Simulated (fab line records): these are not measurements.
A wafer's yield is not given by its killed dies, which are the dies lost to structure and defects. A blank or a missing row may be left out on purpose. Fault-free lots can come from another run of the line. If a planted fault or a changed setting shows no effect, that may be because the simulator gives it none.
fab line records	flow n5_finfet	part 2 of 2: steps 7 to 7 of 7
record lots=8	wafers=24	last_day=21
route steps=1938 shown FIN_CUT@168 STI_FIN_REVEAL@190 BEOL_M4@1111 PASSIVATION@1936
lots with no fault: from the same line, run without faults
start_h: hours from the record's opening day to when the first of the lot's shown wafers began	wait_h: hours since the lot's step before	" unchanged from the row above	L1.1+2: a single row standing in for several wafers	- no value present, or no start provided	* or withheld: withheld	< > ~ a bound
route shown NAME@n: a module of which the file shows steps, and the number in the route of the first	usual: mean/standard deviation taken from wafers without a fault	same: alike in all rows	chamber/n: place in a boat	sites: the reading at each site	_std_site: how widely they spread, as a standard deviation	_edge_site: inner sites' mean taken away from outer sites' mean	radius_mm: for every site, how far away it sits from the centre of the wafer	mask NAME#n: copy n	behind: tool/chamber where the wafer was last shaped	hold: cause of the lot's hold/its duration in hours/its outcome	device: the transistor (n, p or np) that didn't switch	end of line: the same wafers' tests at the end of the route	for a step that has no rows: nothing shown but its recipe	killed: count of dies lost to structure and defects at first sort (not the wafer's yield)	map: a wafer's dies, x killed, . not, _ none there
set.NAME: the setting as run; set.NAME@STEP: as run at that earlier step	model.NAME: the simulator's own value behind a step, which no gauge read
a sample of lots followed through the steps of the route, with each step as a table and each wafer as a row
services: a tool's chamber out of use, with start hour (start_h, from the record's first day; less than 0 if before it), hours out, and reason
## steps
# step N5_PASSIVATION_PROBE_49
# usual defect_limited_yield=91.4/1.2	killed_at_M0_to_M3=34/10	killed_at_M4_up=14/5.1	killed_at_contacts=12/6.4	killed_at_front_end=38/9.3	killed_at_other=4/3	killed_dies=102/15	killed_open=67/12	killed_short=33/6.9	sort_bin_4_leakage=0/0	sort_bin_5_function=5.0/0.86	sort_bin_6_memory=3.2/0.58	sort_n_pass=1078/15	sort_yield_pct=91.4/1.2
# same gross_dies=1180	killed_at_back_side=0	sort_bin_8_speed[%]=0
lot.wafer	tool	chamber	start_h	wait_h	defect_limited_yield[%]	killed_at_M0_to_M3	killed_at_M4_up	killed_at_contacts	killed_at_front_end	killed_at_other	killed_dies	killed_open	killed_short	sort_bin_4_leakage[%]	sort_bin_5_function[%]	sort_bin_6_memory[%]	sort_n_pass	sort_yield_pct[%]
L370.1	prober-01	-	292.86	0.0	92.3	35	10	9	37	0	91	65	25	0	4.5	3.1	1089	92.3
L370.3	prober-01	-	292.96	0.1	90.0	57	15	8	38	0	118	83	34	0	5.9	3.7	1062	90.0
L370.5	prober-01	-	293.06	0.2	90.8	48	14	21	23	2	108	77	30	0	4.9	3.8	1072	90.8
L371.2	prober-02	-	313.71	0.1	91.9	17	16	17	41	5	96	67	23	0	4.1	4.0	1084	91.9
L371.4	prober-02	-	313.81	0.2	91.5	29	10	11	41	9	100	58	42	0	4.6	3.3	1080	91.5
L371.5	prober-02	-	313.86	0.2	91.4	32	4	13	47	5	101	64	36	0	5.2	3.1	1079	91.4
L373.1	prober-01	-	330.42	0.0	89.8	29	30	24	33	4	120	80	36	0	6.0	3.8	1060	89.8
L373.4	prober-01	-	330.57	0.2	90.7	35	14	11	45	5	110	77	33	0	5.7	3.2	1070	90.7
L373.6	prober-01	-	330.67	0.3	91.4	33	13	21	33	2	102	75	25	0	5.2	3.3	1078	91.4
L374.4	prober-02	-	337.33	0.2	92.5	30	10	15	31	2	88	53	31	0	4.2	2.9	1092	92.5
L374.5	prober-02	-	337.38	0.2	90.9	37	15	21	31	3	107	81	25	0	5.3	3.6	1073	90.9
L374.6	prober-02	-	337.43	0.3	91.3	25	17	19	38	4	103	69	29	0	5.8	2.8	1077	91.3
L380.4	prober-02	-	422.04	0.3	92.9	23	16	4	36	5	84	51	30	0	4.7	2.4	1096	92.9
L380.5	prober-02	-	422.09	0.4	91.2	52	11	6	30	5	104	64	36	0	4.7	3.7	1076	91.2
L380.6	prober-02	-	422.14	0.4	90.9	31	16	14	46	0	107	71	33	0	5.5	3.3	1073	90.9
L379.2	prober-02	-	422.24	0.4	92.9	39	13	6	20	6	84	58	25	0	4.2	3.0	1096	92.9
L379.3	prober-02	-	422.29	0.5	93.1	22	24	8	21	6	81	49	29	0	4.3	2.3	1099	93.1
L379.4	prober-02	-	422.34	0.5	92.7	28	16	11	28	3	86	55	28	0	4.9	2.4	1094	92.7
L386.3	prober-02	-	451.93	0.1	89.9	32	20	11	51	5	119	81	36	0	6.3	3.5	1061	89.9
L386.5	prober-02	-	452.03	0.2	93.6	20	9	8	31	7	75	51	23	0	3.3	2.6	1105	93.6
L386.6	prober-02	-	452.08	0.3	90.3	42	10	5	49	8	114	65	47	0	4.9	4.2	1066	90.3
L392.3	prober-01	-	511.95	0.1	90.5	61	10	10	31	0	112	74	38	0	5.6	3.4	1068	90.5
L392.4	prober-01	-	512.00	0.2	89.2	66	19	3	39	0	127	80	45	0	6.1	3.9	1053	89.2
L392.6	prober-01	-	512.10	0.3	91.4	46	10	10	35	0	101	64	36	91.44	4.6	3.7	0	0
# killed by level:class
L370.1 STI_FIN_REVEAL:geometric_particle:open=17 MOL_CONTACT_COAG:geometric_particle:open=8 BEOL_M4:geometric_particle:open=7 BEOL_M0_SAQP:geometric_particle:short=6 BEOL_M2:geometric_particle:open=6 BEOL_M1:geometric_particle:open=5 BEOL_M3:geometric_particle:open=4 ILD0:geometric_particle:short=4
L370.3 BEOL_M0_SAQP:geometric_particle:open=11 BEOL_M2:geometric_particle:open=11 STI_FIN_REVEAL:geometric_particle:open=10 FIN_SAQP:geometric_particle:open=9 BEOL_M3:geometric_particle:open=8 BEOL_M0_SAQP:geometric_particle:short=7 BEOL_M1:geometric_particle:open=7 MOL_CONTACT_COAG:geometric_particle:open=6
L370.5 MOL_CONTACT_COAG:geometric_particle:open=17 BEOL_M2:geometric_particle:open=10 BEOL_M3:geometric_particle:open=10 FIN_SAQP:geometric_particle:open=7 BEOL_M1:geometric_particle:open=5 BEOL_M3:geometric_particle:short=5 BEOL_M4:geometric_particle:open=5 BEOL_M0_SAQP:geometric_particle:open=4
L371.2 BEOL_M4:geometric_particle:open=11 STI_FIN_REVEAL:geometric_particle:open=10 MOL_CONTACT_COAG:geometric_particle:open=10 FIN_SAQP:geometric_particle:open=9 MOL_CONTACT_COAG:geometric_particle:short=5 BEOL_M3:geometric_particle:open=5 FIN_SAQP:geometric_particle:short=4 STI_FIN_REVEAL:geometric_particle:short=4
L371.4 STI_FIN_REVEAL:geometric_particle:open=11 BEOL_M0_SAQP:geometric_particle:short=10 FIN_SAQP:geometric_particle:short=9 MOL_CONTACT_COAG:geometric_particle:open=9 BEOL_M0_SAQP:geometric_particle:open=7 BEOL_M3:geometric_particle:open=6 FIN_SAQP:geometric_particle:open=5 BEOL_M8:geometric_particle:open=4
L371.5 STI_FIN_REVEAL:geometric_particle:open=19 MOL_CONTACT_COAG:geometric_particle:open=10 BEOL_M0_SAQP:geometric_particle:open=10 BEOL_M0_SAQP:geometric_particle:short=9 FIN_SAQP:geometric_particle:short=6 GATE_CUT:geometric_particle:short=5 BEOL_M2:geometric_particle:open=5 DUMMY_GATE:geometric_particle:short=4
L373.1 MOL_CONTACT_COAG:geometric_particle:open=16 BEOL_M3:geometric_particle:open=12 BEOL_M4:geometric_particle:open=9 MOL_CONTACT_COAG:geometric_particle:short=8 FIN_SAQP:geometric_particle:open=7 BEOL_M2:geometric_particle:open=5 FIN_SAQP:geometric_particle:short=4 STI_FIN_REVEAL:geometric_particle:open=4
L373.4 BEOL_M3:geometric_particle:open=11 FIN_SAQP:geometric_particle:open=10 BEOL_M2:geometric_particle:open=8 MOL_CONTACT_COAG:geometric_particle:open=7 BEOL_M4:geometric_particle:open=7 FIN_SAQP:geometric_particle:short=6 STI_FIN_REVEAL:geometric_particle:open=6 STARTING-WAFER:geometric_particle:short=5
L373.6 MOL_CONTACT_COAG:geometric_particle:open=19 FIN_SAQP:geometric_particle:open=11 BEOL_M3:geometric_particle:open=10 BEOL_M4:geometric_particle:open=7 BEOL_M1:geometric_particle:open=5 FIN_SAQP:geometric_particle:short=4 BEOL_M0_SAQP:geometric_particle:open=4 STI_FIN_REVEAL:geometric_particle:short=3
L374.4 MOL_CONTACT_COAG:geometric_particle:open=8 BEOL_M0_SAQP:geometric_particle:short=8 GATE_CUT:geometric_particle:short=7 BEOL_M2:geometric_particle:open=6 FIN_SAQP:geometric_particle:open=5 GATE_CUT:geometric_particle:open=5 MOL_CONTACT_COAG:geometric_particle:short=5 BEOL_M3:geometric_particle:open=5
L374.5 MOL_CONTACT_COAG:geometric_particle:open=16 BEOL_M3:geometric_particle:open=9 BEOL_M1:geometric_particle:open=8 GATE_CUT:geometric_particle:short=7 BEOL_M0_SAQP:geometric_particle:open=7 BEOL_M2:geometric_particle:open=6 FIN_SAQP:geometric_particle:open=5 STI_FIN_REVEAL:geometric_particle:open=5
L374.6 STI_FIN_REVEAL:geometric_particle:open=15 MOL_CONTACT_COAG:geometric_particle:open=11 FIN_SAQP:geometric_particle:open=9 MOL_CONTACT_COAG:geometric_particle:short=7 BEOL_M3:geometric_particle:open=6 BEOL_M0_SAQP:geometric_particle:open=5 FIN_SAQP:geometric_particle:short=4 BEOL_M2:geometric_particle:open=4
L380.4 FIN_SAQP:geometric_particle:short=7 BEOL_M4:geometric_particle:open=6 STI_FIN_REVEAL:geometric_particle:open=5 BEOL_M3:geometric_particle:open=5 GATE_CUT:geometric_particle:short=5 BEOL_M3:geometric_particle:short=5 STARTING-WAFER:geometric_particle:open=5 FIN_SAQP:geometric_particle:open=4
L380.5 BEOL_M0_SAQP:geometric_particle:open=11 BEOL_M0_SAQP:geometric_particle:short=11 BEOL_M0:geometric_particle:open=8 FIN_SAQP:geometric_particle:short=6 BEOL_M2:geometric_particle:open=6 MOL_CONTACT_COAG:geometric_particle:open=5 BEOL_M1:geometric_particle:open=5 BEOL_M3:geometric_particle:open=5
L380.6 FIN_SAQP:geometric_particle:open=14 BEOL_M1:geometric_particle:open=10 MOL_CONTACT_COAG:geometric_particle:open=8 FIN_SAQP:geometric_particle:short=6 MOL_CONTACT_COAG:geometric_particle:short=6 BEOL_M3:geometric_particle:open=6 STI_FIN_REVEAL:geometric_particle:open=5 BEOL_M4:geometric_particle:open=5
L379.2 BEOL_M2:geometric_particle:open=11 BEOL_M0_SAQP:geometric_particle:short=8 BEOL_M0_SAQP:geometric_particle:open=7 MOL_CONTACT_COAG:geometric_particle:open=5 BEOL_M1:geometric_particle:open=5 BEOL_M3:geometric_particle:open=4 BEOL_M4:geometric_particle:open=4 FIN_SAQP:geometric_particle:open=3
L379.3 MOL_CONTACT_COAG:geometric_particle:open=7 BEOL_M0_SAQP:geometric_particle:short=7 BEOL_M0_SAQP:geometric_particle:open=6 BEOL_M4:geometric_particle:open=6 BEOL_M5:geometric_particle:open=6 BEOL_M3:geometric_particle:open=5 FIN_SAQP:geometric_particle:open=4 DUMMY_GATE:geometric_particle:open=3
L379.4 MOL_CONTACT_COAG:geometric_particle:open=10 FIN_SAQP:geometric_particle:short=8 BEOL_M0_SAQP:geometric_particle:open=8 FIN_SAQP:geometric_particle:open=5 BEOL_M0_SAQP:geometric_particle:short=5 BEOL_M3:geometric_particle:open=5 BEOL_M4:geometric_particle:open=4 STI_FIN_REVEAL:geometric_particle:open=3
L386.3 STI_FIN_REVEAL:geometric_particle:open=13 BEOL_M4:geometric_particle:open=9 BEOL_M3:geometric_particle:open=9 DUMMY_GATE:geometric_particle:open=8 MOL_CONTACT_COAG:geometric_particle:open=8 FIN_SAQP:geometric_particle:open=7 BEOL_M0_SAQP:geometric_particle:short=6 STARTING-WAFER:geometric_particle:short=5
L386.5 STI_FIN_REVEAL:geometric_particle:open=9 BEOL_M0_SAQP:geometric_particle:open=6 FIN_SAQP:geometric_particle:short=5 BEOL_M1:geometric_particle:open=5 BEOL_M4:geometric_particle:open=5 MOL_CONTACT_COAG:geometric_particle:short=4 MOL_CONTACT_COAG:geometric_particle:open=4 STI_FIN_REVEAL:geometric_particle:short=3
L386.6 STI_FIN_REVEAL:geometric_particle:open=16 BEOL_M0_SAQP:geometric_particle:short=15 BEOL_M0_SAQP:geometric_particle:open=9 FIN_SAQP:geometric_particle:short=7 BEOL_M1:geometric_particle:open=7 FIN_SAQP:geometric_particle:open=5 MOL_CONTACT_COAG:geometric_particle:open=5 BEOL_M2:geometric_particle:open=5
L392.3 BEOL_M0_SAQP:geometric_particle:open=16 BEOL_M0_SAQP:geometric_particle:short=15 BEOL_M2:geometric_particle:open=11 MOL_CONTACT_COAG:geometric_particle:open=7 STI_FIN_REVEAL:geometric_particle:open=6 BEOL_M3:geometric_particle:open=6 FIN_SAQP:geometric_particle:open=5 GATE_CUT:geometric_particle:short=4
L392.4 BEOL_M0_SAQP:geometric_particle:short=14 BEOL_M2:geometric_particle:open=13 BEOL_M4:geometric_particle:open=9 FIN_SAQP:geometric_particle:open=8 GATE_CUT:geometric_particle:short=8 BEOL_M1:geometric_particle:open=8 BEOL_M3:geometric_particle:open=8 BEOL_M0:geometric_particle:open=7
L392.6 BEOL_M0_SAQP:geometric_particle:open=12 BEOL_M1:geometric_particle:open=11 MOL_CONTACT_COAG:geometric_particle:open=9 STI_FIN_REVEAL:geometric_particle:open=7 FIN_SAQP:geometric_particle:short=6 GATE_CUT:geometric_particle:short=6 BEOL_M3:geometric_particle:short=6 BEOL_M0_SAQP:geometric_particle:short=5
## services
tool	chamber	start_h	hours	kind
rie_diel-01	-	4.79	1.1	repair
rie_diel-01	2	8.88	3.9	repair
rie_diel-06	2	9.99	2.7	repair
rie_diel-06	3	11.85	5.5	repair
rie_diel-03	-	13.18	14.6	pm
vapor_etch-01	1	23.31	3.7	repair
rie_diel-06	-	25.45	0.3	repair
rie_diel-01	1	48.99	5.8	repair
rie_diel-01	3	77.62	-	clean
rie_diel-01	3	77.62	-	consumable_replace:focus_ring
rie_diel-01	3	77.62	17.9	scheduled_down
rie_diel-01	3	77.62	17.9	vent_cycle
rie_diel-03	-	82.64	0.7	repair
rie_diel-03	3	106.94	1.8	repair
rie_diel-06	1	123.02	-	clean
rie_diel-06	1	123.02	-	consumable_replace:focus_ring
rie_diel-03	0	125.34	6.0	repair
rie_diel-05	1	126.71	2.8	repair
rie_diel-01	0	128.42	-	clean
rie_diel-01	0	128.42	-	consumable_replace:focus_ring
rie_diel-01	0	128.42	12.2	scheduled_down
rie_diel-01	0	128.42	12.2	vent_cycle
rie_diel-05	2	144.20	3.8	repair
rie_diel-01	2	154.65	6.9	repair
## key
first_sign step=N5_STI_FIN_REVEAL_FIN_H_MEAS_10	reading=trench_depth_nm	direction=down	sigmas=8.4	usual=51.7	struck=46.8
effect step=N5_BEOL_M4_RC_MEAS_101	reading=IOFF_N	direction=up	sigmas=46	usual=0.155	struck=1.044
effect step=N5_BEOL_M4_RC_MEAS_101	reading=IOFF_N_85C	direction=up	sigmas=37	usual=3.0	struck=15.2
effect step=N5_BEOL_M4_RC_MEAS_101	reading=SS_N	direction=up	sigmas=30	usual=71.5	struck=88.3
effect step=N5_BEOL_M4_RC_MEAS_101	reading=DIBL_N	direction=up	sigmas=11	usual=36.3	struck=48.6
effect step=N5_BEOL_M4_RC_MEAS_101	reading=SS_P	direction=up	sigmas=9.9	usual=73.3	struck=78.4
effect step=N5_BEOL_M4_RC_MEAS_101	reading=IOFF_P	direction=up	sigmas=9.5	usual=0.211	struck=0.471
effect step=N5_BEOL_M4_RC_MEAS_101	reading=IOFF_P_85C	direction=up	sigmas=8.5	usual=3.7	struck=7.0
effect step=N5_BEOL_M4_RC_MEAS_101	reading=ION_P	direction=down	sigmas=6.4	usual=462	struck=424
effect step=N5_BEOL_M4_RC_MEAS_101	reading=ION_N	direction=down	sigmas=5.4	usual=672	struck=626
effect step=N5_BEOL_M4_RC_MEAS_101	reading=IOFF_N_LIN	direction=up	sigmas=4.5	usual=0.073	struck=0.107
effect step=N5_BEOL_M4_RC_MEAS_101	reading=DIBL_P	direction=up	sigmas=3	usual=36.3	struck=40.4
effect step=N5_PASSIVATION_PROBE_49	reading=sort_bin_4_leakage	direction=up	sigmas=99+	usual=0	struck=91.44
met_at N5_STI_FIN_REVEAL_RECESS_09
struck_lots L392
struck_wafers L392.6
not_acting_at N5_FIN_CUT_ETCH_20,N5_FIN_CUT_ETCH_21,N5_STI_FIN_REVEAL_ETCHBACK_08
onset_between 131.44 168.38
fault kind=process_parameter_drift	tool=vapor_etch-01	chamber=-	onset_h=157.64	steps=N5_STI_FIN_REVEAL_RECESS_09	channel=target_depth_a	offset=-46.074	shape=step	end_h=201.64	scope=struck_wafers_only	acts_in=these_recipes_only	stated=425
